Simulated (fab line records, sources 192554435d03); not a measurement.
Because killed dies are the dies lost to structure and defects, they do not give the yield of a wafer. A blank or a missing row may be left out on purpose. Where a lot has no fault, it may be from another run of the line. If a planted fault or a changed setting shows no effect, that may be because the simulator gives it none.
fab line records | flow n5Finfet
[record] lots = 7 wafers = 21
route steps=1938 shown BEOL_M12@1609 BEOL_M14@1716 BEOL_M15@1779 MIM_BOT@1833 PASSIVATION@1915
startH: hours from the record's opening day to when the first of the lot's shown wafers began | waitH: hours elapsed since this lot's preceding step | " unchanged from the row above | L1.1+2: one row covering several wafers at once | - value missing, or start not given | * or withheld: withheld | < > ~ a bound
route shown NAME@n: NAME is a module with steps in the file, n the number in the route of the first one | usual: average and standard deviation across the fault-free wafers | same: alike in all rows | chamber/n: place in a boat | sites: per-site readings | _std_site: standard deviation of those values | _edge_site: outer sites' mean less inner sites' | radiusMm: how far each site lies from the wafer's centre | mask NAME#n: copy n | behind: the last tool/chamber to shape the wafer | hold: why the lot went on hold/how many hours it stayed there/how the hold came to an end | device: which transistor (n, p or np) failed to switch | end of line: the tests these same wafers got at the end of their route | step lacking rows: just its recipe | killed: the dies lost at the first sort to structure and to defects; this is not the yield of the wafer | map: the dies of a wafer, with x for killed, . for not killed, _ for no die there
set.NAME: the setting as run; set.NAME@STEP: as run at that earlier step | model.NAME: the simulator's own value behind a step, which no gauge read
one table per step and one row per wafer, for lots whose settings were changed on purpose
[[steps]]
[step N5_BEOL_M12_PEB_08]
[recipe] pebTempC = 130 pebTimeS = 90
// columns lot.wafer tool chamber startH waitH set.pebTimeS
L076.2 lithoTrack-03 0 240.02 0.0 103.2
L076.4+6 " 0 " " 90
L078.1+2 lithoTrack-03 0 253.53 0.1 90
L078.6 " 0 " " 71.58
L082.3 lithoTrack-04 0 270.18 0.0 104
L082.4+5 " 0 " " 90
L083.1+2 lithoTrack-04 0 282.08 0.1 98.41
L083.5 " 0 " " 90
L089.2+3 lithoTrack-03 0 318.53 0.0 90
L089.4 " 0 " " 98.77
L092.1+2+4 lithoTrack-03 0 362.98 0.1 90
L096.1+2+3 lithoTrack-04 0 392.84 0.1 90
[step N5_BEOL_M12_DEVELOP_09]
[recipe] developTimeS = 45 rinseLiquid = diw dry = airSpin devTempC = 21
[step N5_BEOL_M12_HARDBAKE_14]
[recipe] tempC = 130 timeS = 120
[step N5_BEOL_M12_CD_MEAS_10]
[recipe] targetCdNm = 140 landingEnergyEv = 500 detector = seInlens polarity = opening
[usual] cdNm = 141.1/2.4
// columns lot.wafer tool chamber startH waitH set.pebTimeS@BEOL_M12_PEB_08 cdNm
L076.2 cdSem-01 0 240.14 - 103.2 145.8
L076.4 " 0 " " 90 143.4
L076.6 " 0 " " 90 143.1
L078.1 cdSem-02 0 253.64 - 90 141.4
L078.2 " 0 " " 90 140.3
L078.6 " 0 " " 71.58 134.7
L082.3 cdSem-02 0 270.29 - 104 145.9
L082.4 " 0 " " 90 137.0
L082.5 " 0 " " 90 141.7
L083.1 cdSem-01 0 282.19 - 98.41 143.0
L083.2 " 0 " " 98.41 143.0
L083.5 " 0 " " 90 138.1
L089.2 cdSem-02 0 318.65 - 90 142.4
L089.3 " 0 " " 90 142.2
L089.4 " 0 " " 98.77 144.0
L092.1 cdSem-01 0 363.10 - 90 141.5
L092.2 " 0 " " 90 141.3
L092.4 " 0 " " 90 141.6
L096.1 cdSem-01 0 392.96 - 90 142.5
L096.2 " 0 " " 90 143.9
L096.3 " 0 " " 90 145.1
[step N5_BEOL_M14_ILD_DEP_00]
[recipe] material = SiO2 targetThkA = 11193 tempC = 400 precursor = TEOS/O2 pressureTorr = 6.5 rfW = 900 teosFlowSccm = 161.4 gas = O2 flowSccm = 2650 timeS = 237.4
// columns lot.wafer tool chamber startH waitH set.timeS model.SiO2_of_BEOL_M14_ILD_DEP_00.thkNm
L076.2 pecvd-01 0 250.57 0.0 237.4 1128
L076.4 " 0 " " 259.2 1254
L076.6 " 2 " " 237.4 1136
L078.1 pecvd-03 1 262.83 0.0 237.4 1103
L078.2 " 0 " " 237.4 1122
L078.6 " 0 " " 272.5 1301
L082.3 pecvd-04 2 281.08 0.0 202.7 942.2
L082.4 " 0 " " 237.4 1140
L082.5 " 1 " " 202.7 960.8
L083.1 pecvd-01 0 292.56 0.0 237.4 1126
L083.2 " 2 " " 237.4 1111
L083.5 " 2 " " 237.4 1125
L089.2 pecvd-04 1 331.98 0.0 204.7 955.6
L089.3 " 2 " " 237.4 1091
L089.4 " 0 " " 237.4 1131
L092.1 pecvd-01 2 374.87 0.0 237.4 1118
L092.2 " 1 " " 237.4 1126
L092.4 " 0 " " 237.4 1143
L096.1 pecvd-03 1 408.17 0.0 237.4 1090
L096.2 " 2 " " 237.4 1094
L096.3 " 0 " " 237.4 1076
[step N5_BEOL_M14_THK_MEAS_01]
[recipe] reads = SiO2_of_BEOL_M14_ILD_DEP_00
[usual] M14_ILD_THK = 1117/15
// columns lot.wafer tool chamber startH waitH set.timeS@BEOL_M14_ILD_DEP_00 M14_ILD_THK[nm]
L076.2 filmMetro-01 - 250.76 0.1 237.4 1128
L076.4 " - " " 259.2 1254
L076.6 " - " " 237.4 1136
L078.1 filmMetro-01 - 263.02 0.1 237.4 1103
L078.2 " - " " 237.4 1121
L078.6 " - " " 272.5 1302
L082.3 filmMetro-02 - 281.27 0.1 202.7 942
L082.4 " - " " 237.4 1139
L082.5 " - " " 202.7 961
L083.1 filmMetro-02 - 292.75 0.1 237.4 1126
L083.2 " - " " 237.4 1111
L083.5 " - " " 237.4 1124
L089.2 filmMetro-02 - 332.17 0.1 204.7 956
L089.3 " - " " 237.4 1091
L089.4 " - " " 237.4 1131
L092.1 filmMetro-02 - 375.06 0.1 237.4 1119
L092.2 " - " " 237.4 1126
L092.4 " - " " 237.4 1142
L096.1 filmMetro-01 - 408.36 0.1 237.4 1091
L096.2 " - " " 237.4 1095
L096.3 " - " " 237.4 1076
[step N5_BEOL_M14_EXPOSE_07]
[recipe] maskId = V13 na = 0.8 sourceShape = annular sigmaInner = 0.5 sigmaOuter = 0.8 polarization = unpolarized attpsmPhaseDeg = 180 doseMj = 57
// columns lot.wafer tool chamber startH waitH mask set.doseMj
L076.2+4+6 krfScanner-02 0 251.02 - V13#0 57
L078.1+6 krfScanner-02 0 263.28 - V13#0 57
L078.2 " 0 " " V13#0 59.2
L082.3+4 krfScanner-02 0 281.42 - V13#0 59.03
L082.5 " 0 " " V13#0 57
L083.1 krfScanner-02 0 292.88 - V13#0 57
L083.2+5 " 0 " " V13#0 55.41
L089.2 krfScanner-01 0 332.31 - V13#0 60.18
L089.3+4 " 0 " " V13#0 57
L092.1+2+4 krfScanner-02 0 375.19 - V13#0 57
L096.1+3 krfScanner-02 0 408.63 - V13#0 60.59
L096.2 " 0 " " V13#0 57
[step N5_BEOL_M14_PEB_08]
[recipe] pebTempC = 130 pebTimeS = 90
[step N5_BEOL_M14_DEVELOP_09]
[recipe] developTimeS = 45 rinseLiquid = diw dry = airSpin devTempC = 21
[step N5_BEOL_M14_HARDBAKE_14]
[recipe] tempC = 130 timeS = 120
[step N5_BEOL_M14_CD_MEAS_10]
[recipe] targetCdNm = 250 landingEnergyEv = 500 detector = seInlens polarity = opening
[usual] cdNm = 250.0/1.4
// columns lot.wafer tool chamber startH waitH set.doseMj@BEOL_M14_EXPOSE_07 cdNm
L076.2 cdSem-02 0 251.19 - 57 249.7
L076.4 " 0 " " 57 248.0
L076.6 " 0 " " 57 249.3
L078.1 cdSem-02 0 263.46 - 57 251.8
L078.2 " 0 " " 59.2 257.0
L078.6 " 0 " " 57 249.6
L082.3 cdSem-02 0 281.58 - 59.03 258.7
L082.4 " 0 " " 59.03 258.6
L082.5 " 0 " " 57 250.3
L083.1 cdSem-02 0 293.05 - 57 249.9
L083.2 " 0 " " 55.41 245.7
L083.5 " 0 " " 55.41 244.7
L089.2 cdSem-01 0 332.48 - 60.18 259.7
L089.3 " 0 " " 57 250.8
L089.4 " 0 " " 57 250.4
L092.1 cdSem-01 0 375.37 - 57 250.8
L092.2 " 0 " " 57 248.3
L092.4 " 0 " " 57 249.4
L096.1 cdSem-03 0 408.80 - 60.59 260.0
L096.2 " 0 " " 57 250.6
L096.3 " 0 " " 60.59 262.3
[step N5_BEOL_M14_DESCUM_15]
[recipe] chemistry = O2 timeS = 7.9 sourcePowerW = 50 biasPowerW = 20 pressureMtorr = 20 rfFrequencyHz = 2.712e+07 tempC = 40 o2FlowSccm = 225
[step N5_BEOL_M14_ETCH_59]
[recipe] chemistry = N2/H2 target = BARC targetDepthA = 890 overetchA = 267 timeS = 67.9 ionEnergyEv = 200 pressureMtorr = 30 sourceW = 840 biasW = 150 n2FlowSccm = 200 h2FlowSccm = 200
[step N5_BEOL_M14_VIA_ETCH_16]
[recipe] chemistry = C4F8/O2/Ar target = SiO2 heInnerTorr = 15 heOuterTorr = 30 targetDepthA = 12313 timeS = withheld ionEnergyEv = 800 pressureMtorr = 20 sourceW = 1905 biasW = 2040 Ar_flow_sccm = 400 C4F8_flow_sccm = 16 O2_flow_sccm = 12 ends = cleared
// columns lot.wafer tool chamber startH waitH set.timeS@BEOL_M14_ILD_DEP_00 model.etch.depthNm model.coat_of_BEOL_M14_COAT_04.thkNm
L076.2 rieDiel-03 0 251.43 0.0 * 1128 454.2
L076.4 " 3 " " * 1254 430.4
L076.6 " 1 " " * 1136 453.2
L078.1 rieDiel-03 2 263.63 0.0 * 1103 456.4
L078.2 " 1 " " * 1122 460
L078.6 " 3 " " * 1301 421.2
L082.3 rieDiel-03 0 281.97 0.0 * 942.2 493
L082.4 " 3 " " * 1140 453.2
L082.5 " 1 " " * 960.7 490.8
L083.1 rieDiel-03 2 293.23 0.0 * 1126 444.6
L083.2 " 3 " " * 1111 457.8
L083.5 " 0 " " * 1125 448.6
L089.2 rieDiel-03 1 332.65 0.0 * 955.7 493.6
L089.3 " 3 " " * 1091 463.2
L089.4 " 3 " " * 1131 455
L092.1 rieDiel-05 0 375.54 0.0 * 1118 456.4
L092.2 " 1 " " * 1126 455.4
L092.4 " 3 " " * 1143 450.2
L096.1 rieDiel-01 3 408.98 0.0 * 1090 462.8
L096.2 " 1 " " * 1094 465.8
L096.3 " 0 " " * 1076 473.8
[step N5_BEOL_M14_STRIP_63]
[recipe] chemistry = O2 powerW = 600 tempC = 60 pressureMtorr = 30 rfFrequencyHz = 6e+07 biasPowerW = 0 overashFraction = 0.3 o2FlowSccm = 225
[step N5_BEOL_M14_STRIP_64]
[recipe] chemistry = O2 powerW = 600 tempC = 60 pressureMtorr = 30 rfFrequencyHz = 6e+07 biasPowerW = 0 overashFraction = 0.3 o2FlowSccm = 225
[step N5_BEOL_M14_STRIP_71]
[recipe] chemistry = postEtchResidueRemover timeS = 60 tempC = 25 removerPh = withheld removerWaterWtPct = withheld removerFluorideWtPct = withheld
[step N5_BEOL_M14_SRD_72]
[recipe] timeS = 30 tempC = 23 rinseLiquid = diw dry = n2Spin spinRpm = 1500 dryTimeS = 30
[step N5_BEOL_M14_CD_MEAS_17]
[recipe] targetCdNm = 250 polarity = opening
[usual] cdNm = 250.5/1.7
// columns lot.wafer tool chamber startH waitH set.doseMj@BEOL_M14_EXPOSE_07 cdNm
L076.2 cdSem-01 - 251.78 0.0 57 250.5
L076.4 " - " " 57 250.9
L076.6 " - " " 57 250.5
L078.1 cdSem-02 - 263.98 0.0 57 251.7
L078.2 " - " " 59.2 256.8
L078.6 " - " " 57 252.2
L082.3 cdSem-02 - 282.32 0.0 59.03 258.4
L082.4 " - " " 59.03 260.1
L082.5 " - " " 57 249.1
L083.1 cdSem-02 - 293.58 0.0 57 251.4
L083.2 " - " " 55.41 246.9
L083.5 " - " " 55.41 245.4
L089.2 cdSem-02 - 333.00 0.0 60.18 257.9
L089.3 " - " " 57 250.8
L089.4 " - " " 57 250.3
L092.1 cdSem-01 - 375.89 0.0 57 251.5
L092.2 " - " " 57 250.3
L092.4 " - " " 57 251.8
L096.1 cdSem-02 - 409.33 0.0 60.59 259.3
L096.2 " - " " 57 250.7
L096.3 " - " " 60.59 261.2
[step N5_BEOL_M15_EXPOSE_07]
[recipe] maskId = V14 na = 0.8 sourceShape = annular sigmaInner = 0.5 sigmaOuter = 0.8 polarization = unpolarized attpsmPhaseDeg = 180 doseMj = 41.25
// columns lot.wafer tool chamber startH waitH mask set.doseMj
L076.2+4 krfScanner-01 0 255.00 - V14#0 40.22
L076.6 " 0 " " V14#0 41.25
L078.1 krfScanner-01 0 268.17 - V14#0 43.64
L078.2+6 " 0 " " V14#0 41.25
L082.3+4+5 krfScanner-02 0 287.16 - V14#0 43.48
L083.1+2+5 krfScanner-02 0 297.96 - V14#0 39.6
L089.2+4 krfScanner-01 0 338.17 - V14#0 43.78
L089.3 " 0 " " V14#0 41.25
L092.1+2+4 krfScanner-02 0 381.56 - V14#0 41.25
L096.1+2 krfScanner-01 0 413.49 - V14#0 40.14
L096.3 " 0 " " V14#0 41.25
[step N5_BEOL_M15_PEB_08]
[recipe] pebTempC = 130 pebTimeS = 90
[step N5_BEOL_M15_DEVELOP_09]
[recipe] developTimeS = 45 rinseLiquid = diw dry = airSpin devTempC = 21
[step N5_BEOL_M15_HARDBAKE_14]
[recipe] tempC = 130 timeS = 120
[step N5_BEOL_M15_CD_MEAS_10]
[recipe] targetCdNm = 360 landingEnergyEv = 500 detector = seInlens polarity = opening
[usual] cdNm = 359.8/1.8
// columns lot.wafer tool chamber startH waitH set.doseMj@BEOL_M15_EXPOSE_07 cdNm
L076.2 cdSem-02 0 255.17 - 40.22 355.9
L076.4 " 0 " " 40.22 355.3
L076.6 " 0 " " 41.25 359.6
L078.1 cdSem-01 0 268.35 - 43.64 370.4
L078.2 " 0 " " 41.25 357.7
L078.6 " 0 " " 41.25 357.5
L082.3 cdSem-02 0 287.32 - 43.48 369.6
L082.4 " 0 " " 43.48 369.8
L082.5 " 0 " " 43.48 367.9
L083.1 cdSem-03 0 298.13 - 39.6 354.9
L083.2 " 0 " " 39.6 355.2
L083.5 " 0 " " 39.6 354.4
L089.2 cdSem-02 0 338.33 - 43.78 367.0
L089.3 " 0 " " 41.25 361.2
L089.4 " 0 " " 43.78 369.3
L092.1 cdSem-02 0 381.73 - 41.25 361.2
L092.2 " 0 " " 41.25 360.0
L092.4 " 0 " " 41.25 360.3
L096.1 cdSem-02 0 413.67 - 40.14 356.6
L096.2 " 0 " " 40.14 357.5
L096.3 " 0 " " 41.25 361.3
[step N5_BEOL_M15_STRIP_63]
[recipe] chemistry = O2 powerW = 600 tempC = 60 pressureMtorr = 30 rfFrequencyHz = 6e+07 biasPowerW = 0 overashFraction = 0.3 o2FlowSccm = 225
// columns lot.wafer tool chamber startH waitH set.pressureMtorr
L076.2+4+6 rieDiel-02 3,2,3 - - 25.56
L078.1+2+6 rieDiel-06 3,2,2 - - 30
L082.3+4+5 rieDiel-04 2,3,2 - - 35.36
L083.1+2+5 rieDiel-02 0,3,0 - - 33.38
L089.2+3+4 rieDiel-02 0,2,3 - - 26.08
L092.1+2+4 rieDiel-02 1,3,0 - - 30
L096.1+2+3 rieDiel-02 3,0,2 - - 30
[step N5_BEOL_M15_STRIP_64]
[recipe] chemistry = O2 powerW = 600 tempC = 60 pressureMtorr = 30 rfFrequencyHz = 6e+07 biasPowerW = 0 overashFraction = 0.3 o2FlowSccm = 225
[step N5_BEOL_M15_STRIP_65]
[recipe] chemistry = postEtchResidueRemover timeS = 60 tempC = 25 removerPh = withheld removerWaterWtPct = withheld removerFluorideWtPct = withheld
[step N5_BEOL_M15_SRD_66]
[recipe] timeS = 30 tempC = 23 rinseLiquid = diw dry = n2Spin spinRpm = 1500 dryTimeS = 30
[step N5_BEOL_M15_CD_MEAS_17]
[recipe] targetCdNm = 360 polarity = opening
[usual] cdNm = 361.3/2.3
// columns lot.wafer tool chamber startH waitH set.doseMj@BEOL_M15_EXPOSE_07 cdNm
L076.2 cdSem-02 - 255.80 0.0 40.22 356.7
L076.4 " - " " 40.22 357.3
L076.6 " - " " 41.25 360.7
L078.1 cdSem-02 - 268.93 0.0 43.64 372.2
L078.2 " - " " 41.25 359.8
L078.6 " - " " 41.25 360.0
L082.3 cdSem-01 - 287.91 0.0 43.48 371.0
L082.4 " - " " 43.48 371.1
L082.5 " - " " 43.48 370.0
L083.1 cdSem-01 - 298.76 0.0 39.6 356.6
L083.2 " - " " 39.6 357.9
L083.5 " - " " 39.6 357.2
L089.2 cdSem-03 - 338.92 0.0 43.78 370.0
L089.3 " - " " 41.25 362.3
L089.4 " - " " 43.78 370.8
L092.1 cdSem-01 - 382.32 0.0 41.25 361.8
L092.2 " - " " 41.25 361.4
L092.4 " - " " 41.25 359.3
L096.1 cdSem-01 - 414.45 0.0 40.14 356.0
L096.2 " - " " 40.14 356.4
L096.3 " - " " 41.25 361.3
[step N5_MIM_BOT_SPUTTER_00]
[recipe] material = TiN targetThkA = 350 tempC = 200 powerW = 3000 chamberPressurePa = 0.49996 gas = Ar reactivePartialPa = 0.37997 timeS = 89.7
// columns lot.wafer tool chamber startH waitH set.timeS model.TiN_of_MIM_BOT_SPUTTER_00.thkNm
L076.2+4 pvdSputter-02 - 264.74 0.0 89.7 34.8
L076.6 " - " " 89.7 35.4
L078.1 pvdSputter-01 - 278.18 0.0 89.7 34.8
L078.2 " - " " 96.77 37.2
L078.6 " - " " 96.77 37.8
L082.3 pvdSputter-03 - 294.37 0.0 82.95 32.2
L082.4 " - " " 89.7 34.4
L082.5 " - " " 89.7 34.8
L083.1 pvdSputter-03 - 306.63 0.0 89.7 35
L083.2 " - " " 76.93 30.6
L083.5 " - " " 76.93 30.2
L089.2 pvdSputter-03 - 345.62 0.0 89.7 34.2
L089.3 " - " " 89.7 34.6
L089.4 " - " " 98.87 38.6
L092.1 pvdSputter-01 - 388.73 0.0 89.7 35.8
L092.2 " - " " 89.7 35.2
L092.4 " - " " 89.7 34.8
L096.1+3 pvdSputter-02 - 424.47 0.0 89.7 34.8
L096.2 " - " " 89.7 34.6
[step N5_PASSIVATION_PECVD_53]
[recipe] material = SiO2 targetThkA = 8000 tempC = 400 precursor = TEOS/O2 pressureTorr = 6.5 rfW = withheld teosFlowSccm = withheld gas = O2 flowSccm = 2650 timeS = 169.4
// columns lot.wafer tool chamber startH waitH set.tempC model.SiO2_of_PASSIVATION_PECVD_53.thkNm
L076.2 pecvd-03 0 273.75 0.0 400 792
L076.4 " 2 " " 400 795.4
L076.6 " 0 " " 400 807.2
L078.1 pecvd-03 0 287.45 0.0 400 778.2
L078.2 " 1 " " 400 785.6
L078.6 " 1 " " 400 803.8
L082.3 pecvd-02 0 301.17 0.0 400 787.2
L082.4 " 0 " " 409.3 750.8
L082.5 " 2 " " 409.3 746.6
L083.1 pecvd-02 1 315.35 0.0 400 795
L083.2 " 2 " " 400 795.8
L083.5 " 0 " " 400 806.4
L089.2 pecvd-04 0 358.50 0.0 382.9 886.4
L089.3 " 2 " " 400 788.4
L089.4 " 2 " " 382.9 886.8
L092.1 pecvd-04 2 398.66 0.0 400 794.8
L092.2 " 0 " " 400 820.6
L092.4 " 0 " " 400 820.2
L096.1 pecvd-02 1 433.59 0.0 400 794.8
L096.2 " 2 " " 400 800.4
L096.3 " 0 " " 400 779.2
[step N5_PASSIVATION_PEB_42]
[recipe] pebTempC = withheld pebTimeS = *
// columns lot.wafer tool chamber startH waitH set.pebTimeS
L076.2+6 lithoTrack-04 0 274.31 0.0 *
L076.4 " 0 " " *
L078.1+2+6 lithoTrack-02 0 288.00 0.1 *
L082.3+5 lithoTrack-03 0 301.60 0.0 *
L082.4 " 0 " " *
L083.1 lithoTrack-04 0 315.77 0.1 *
L083.2+5 " 0 " " *
L089.2+3+4 lithoTrack-03 0 359.05 0.0 *
L092.1+2+4 lithoTrack-04 0 399.20 0.1 *
L096.1+2+3 lithoTrack-02 0 434.15 0.1 *
[step N5_PASSIVATION_DEVELOP_43]
[recipe] developTimeS = 60 rinseLiquid = diw dry = airSpin devTempC = 21
[step N5_PASSIVATION_HARDBAKE_45]
[recipe] tempC = 130 timeS = 120
[step N5_PASSIVATION_CD_MEAS_44]
[recipe] targetCdNm = 40000 landingEnergyEv = 500 detector = seInlens
[usual] cdNm = 40002/4.2
// columns lot.wafer tool chamber startH waitH set.pebTimeS@PASSIVATION_PEB_42 cdNm
L076.2 cdSem-01 0 274.43 - * 39999
L076.4 " 0 " " * 39987
L076.6 " 0 " " * 39993
L078.1 cdSem-03 0 288.12 - * 40000
L078.2 " 0 " " * 39997
L078.6 " 0 " " * 39994
L082.3 cdSem-01 0 301.72 - * 39992
L082.4 " 0 " " * 40003
L082.5 " 0 " " * 39991
L083.1 cdSem-03 0 315.89 - * 39983
L083.2 " 0 " " * 40005
L083.5 " 0 " " * 40002
L089.2 cdSem-03 0 359.17 - * 39996
L089.3 " 0 " " * 39995
L089.4 " 0 " " * 40002
L092.1 cdSem-02 0 399.31 - * 40009
L092.2 " 0 " " * 40001
L092.4 " 0 " " * 40009
L096.1 cdSem-03 0 434.27 - * 39999
L096.2 " 0 " " * 40001
L096.3 " 0 " " * 39999
[[key]]
[split] step = N5_BEOL_M12_PEB_08 setting = pebTimeS stated = 90 by = wafer
[response] step = N5_BEOL_M12_CD_MEAS_10 reading = cdNm change = +0.309 per = 1% r = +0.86
[split] step = N5_BEOL_M14_ILD_DEP_00 setting = timeS stated = 237.4 by = wafer
[response] step = N5_BEOL_M14_ILD_DEP_00 reading = model.SiO2_of_BEOL_M14_ILD_DEP_00.thkNm change = +12.5 per = 1% r = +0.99
[response] step = N5_BEOL_M14_THK_MEAS_01 reading = M14_ILD_THK change = +12.5 per = 1% r = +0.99
[response] step = N5_BEOL_M14_VIA_ETCH_16 reading = model.etch.depthNm change = +12.5 per = 1% r = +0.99
[response] step = N5_BEOL_M14_VIA_ETCH_16 reading = model.coat_of_BEOL_M14_COAT_04.thkNm change = -2.55 per = 1% r = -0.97
[split] step = N5_BEOL_M14_EXPOSE_07 setting = doseMj stated = 57 by = wafer
[response] step = N5_BEOL_M14_CD_MEAS_10 reading = cdNm change = +1.73 per = 1% r = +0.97
[response] step = N5_BEOL_M14_CD_MEAS_17 reading = cdNm change = +1.61 per = 1% r = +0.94
[split] step = N5_BEOL_M15_EXPOSE_07 setting = doseMj stated = 41.25 by = wafer
[response] step = N5_BEOL_M15_CD_MEAS_10 reading = cdNm change = +1.64 per = 1% r = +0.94
[response] step = N5_BEOL_M15_CD_MEAS_17 reading = cdNm change = +1.7 per = 1% r = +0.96
[split] step = N5_BEOL_M15_STRIP_63 setting = pressureMtorr stated = 30 by = lot
response none clear
[split] step = N5_MIM_BOT_SPUTTER_00 setting = timeS stated = 89.7 by = wafer
[response] step = N5_MIM_BOT_SPUTTER_00 reading = model.TiN_of_MIM_BOT_SPUTTER_00.thkNm change = +0.347 per = 1% r = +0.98
[split] step = N5_PASSIVATION_PECVD_53 setting = tempC stated = 400 by = wafer
[response] step = N5_PASSIVATION_PECVD_53 reading = model.SiO2_of_PASSIVATION_PECVD_53.thkNm change = -21.5 per = 1% r = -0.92
[split] step = N5_PASSIVATION_PEB_42 setting = pebTimeS stated = * by = wafer
[response] step = N5_PASSIVATION_CD_MEAS_44 reading = cdNm change = +0.694 per = 1% r = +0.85
